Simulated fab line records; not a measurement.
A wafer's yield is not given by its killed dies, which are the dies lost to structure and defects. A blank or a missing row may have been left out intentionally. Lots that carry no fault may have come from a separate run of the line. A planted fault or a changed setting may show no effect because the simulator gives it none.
Chamber matching -- flow nand-harc -- 4 sister chambers for NHARC_P_STI_ETCH_15 on rie-si-06
The step etches the open film in HBr/Cl2, target depth 300 nm, time 100.1 s. 16 wafers are shown with their chamber, then 8 later ones without.

EACH WAFER AND ITS CHAMBER
wafer,chamber,drypump-motor-current-A (A),oes-product-au (a.u.),throttle-valve-pct (%)
L075.2,0,5.4,1.007,26.399
L075.3,2,5.9,1.002,26.404
L075.6,3,5.8,0.994,26.409
L081.2,0,5.4,1.011,26.396
L081.3,1,5.4,0.992,26.399
L081.6,0,5.4,1.000,26.415
L082.2,1,5.5,1.001,26.409
L082.3,3,5.7,1.005,26.401
L082.4,1,5.4,1.003,26.390
L083.1,2,6.0,1.016,26.414
L083.2,1,5.4,0.991,26.394
L083.3,0,5.4,1.018,26.399
L084.1,3,5.8,1.002,26.393
L084.2,0,5.4,1.002,26.399
L084.5,1,5.5,0.998,26.414
L085.1,1,5.5,1.006,26.410

SIGNATURES (means of the wafers above)
reading,chamber 0,chamber 1,chamber 2,chamber 3,scatter within a chamber
drypump-motor-current-A,5.400,5.450,5.950,5.767,0.0471
oes-product-au,1.00760,0.99850,1.00900,1.00033,0.00679
throttle-valve-pct,26.40160,26.40267,26.40900,26.40100,0.00857
Rule: distance of a wafer from a chamber = root of the sum over the readings of ((wafer's reading minus chamber's mean) / reading's scatter) squared. If the next closest chamber is less than 2 further off than the closest, the wafer can't be placed; otherwise it belongs to the closest. The scatter: the root of (the sum of the squares of (reading less its chamber's mean) over the shown wafers, divided by (wafers less chambers)).

WAFERS WITHOUT THEIR CHAMBER
wafer,drypump-motor-current-A (A),oes-product-au (a.u.),throttle-valve-pct (%)
L085.3,5.4,1.010,26.396
L085.4,5.4,1.010,26.405
L089.2,5.9,1.014,26.391
L089.5,5.5,1.005,26.397
L089.6,5.4,1.005,26.405
L096.1,5.8,0.988,26.397
L096.2,5.4,1.000,26.415
L096.6,5.5,0.990,26.408

WHICH CHAMBER EACH ONE RAN IN
wafer,from the rows above,in truth
L085.3,can't be placed: 0 or 1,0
L085.4,can't be placed: 0 or 1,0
L089.2,can't be placed: 2 or 3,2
L089.5,can't be placed: 1 or 0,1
L089.6,can't be placed: 0 or 1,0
L096.1,3,3
L096.2,can't be placed: 1 or 0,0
L096.6,can't be placed: 1 or 0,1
Correctly placed: 1 of 8. Can't be placed from these rows: 7 (the true chamber is among the candidates in 7). Wrongly placed: 0.
